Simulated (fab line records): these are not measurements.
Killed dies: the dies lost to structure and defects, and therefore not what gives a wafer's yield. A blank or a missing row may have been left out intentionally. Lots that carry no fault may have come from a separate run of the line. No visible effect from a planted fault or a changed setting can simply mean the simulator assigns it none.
Matching of chambers | flow n5Finfet | 4 sister chambers for N5_HKMG_FIN_STRIP_89 on rieDiel-05
The step strips SOC in N2/H2, time 20 s. 8 wafers are shown with their chamber, then 7 later ones without.

## WAFERS, EACH WITH ITS CHAMBER
wafer  | chamber | drypumpMotorCurrentA (A) | showerheadPlenumPTorr (Torr)
L075.1 | 1       | 5.1                      | 3.33
L079.2 | 1       | 5.1                      | 3.32
L079.5 | 2       | 6.2                      | 3.45
L082.1 | 2       | 6.3                      | 3.44
L082.4 | 0       | 5.7                      | 3.29
L082.5 | 3       | 5.7                      | 3.32
L087.1 | 3       | 5.7                      | 3.32
L087.3 | 0       | 5.7                      | 3.28

## WAFERS WITHOUT THEIR CHAMBER
wafer  | drypumpMotorCurrentA (A) | showerheadPlenumPTorr (Torr)
L087.5 | 5.7                      | 3.31
L090.3 | 5.7                      | 3.31
L090.5 | 5.7                      | 3.31
L090.6 | 6.2                      | 3.43
L097.1 | 5.1                      | 3.30
L097.2 | 5.7                      | 3.30
L097.3 | 5.6                      | 3.27

## CHAMBER TAKEN BY EACH
wafer  | from the rows above     | in truth
L087.5 | 3                       | 3
L090.3 | 3                       | 3
L090.5 | 3                       | 3
L090.6 | 2                       | 2
L097.1 | 1                       | 1
L097.2 | can't be placed: 0 or 3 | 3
L097.3 | 0                       | 0
Correctly placed: 6 of 7. From these rows, 1 cannot be placed; in 1 the true chamber is one of the candidates. Placed wrongly: 0.
How it was worked out, from the rows above alone: a wafer's distance from a chamber is the root of the sum, over the readings, of the square of ((its reading less the chamber's mean) divided by the reading's scatter). If the next closest chamber is less than 2 further off than the closest, the wafer can't be placed; otherwise it belongs to the closest. A chamber's mean is the mean of its shown wafers. The scatter is the square root of a quotient: the sum, over the shown wafers, of each reading's squared deviation from its chamber's mean, divided by wafers minus chambers.
